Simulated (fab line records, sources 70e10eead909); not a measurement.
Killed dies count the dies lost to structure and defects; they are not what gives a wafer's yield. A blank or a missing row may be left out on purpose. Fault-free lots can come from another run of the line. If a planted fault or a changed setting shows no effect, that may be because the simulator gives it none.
Chamber matching    flow nand harc    NHARC_A_STAIRCASE_DEP_322 on pecvd-04 has 3 sister chambers
The step deposits SiO2, target thk 3800 nm. 16 wafers are shown with their chamber, then 8 later ones without.

WAFERS WITH THEIR CHAMBER
wafer   chamber  heater power w (W)
L075.2  0        635
L075.3  2        674
L075.4  1        441
L078.2  1        552
L078.5  0        542
L078.6  1        441
L079.1  2        753
L079.4  2        613
L079.6  1        443
L080.1  2        623
L080.5  2        619
L080.6  0        529
L088.1  2        617
L088.4  0        525
L088.5  2        605
L093.1  2        697

SIGNATURES (means of the wafers above)
reading         chamber 0  chamber 1  chamber 2  scatter within a chamber
heater power w  557.75     469.25     650.12     53.2
Rule: for a wafer and a chamber, the distance is found by dividing, reading by reading, the gap between the wafer's reading and the chamber's mean by the reading's scatter, squaring, summing and taking the root. The wafer belongs to the nearest chamber; if the next one is less than 2 further off, it can't be placed. The scatter: take each reading less its chamber's mean, square it, sum over the shown wafers, divide by the number of wafers less the number of chambers, and take the root.

WAFERS WITH NO CHAMBER GIVEN
wafer   heater power w (W)
L093.3  596
L093.6  430
L096.1  460
L096.2  743
L096.6  535
L097.3  710
L097.4  666
L097.6  429

WHICH CHAMBER EACH ONE RAN IN
wafer   from the rows above           in truth
L093.3  can't be placed: 0 or 2 or 1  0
L093.6  can't be placed: 1 or 0       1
L096.1  can't be placed: 1 or 0       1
L096.2  can't be placed: 2 or 0       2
L096.6  can't be placed: 0 or 1 or 2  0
L097.3  can't be placed: 2 or 0       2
L097.4  can't be placed: 2 or 0       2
L097.6  can't be placed: 1 or 0       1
Placed correctly: 0 of 8. Can't be placed from these rows: 8 (the true chamber is among the candidates in 8). Placed wrongly: 0.
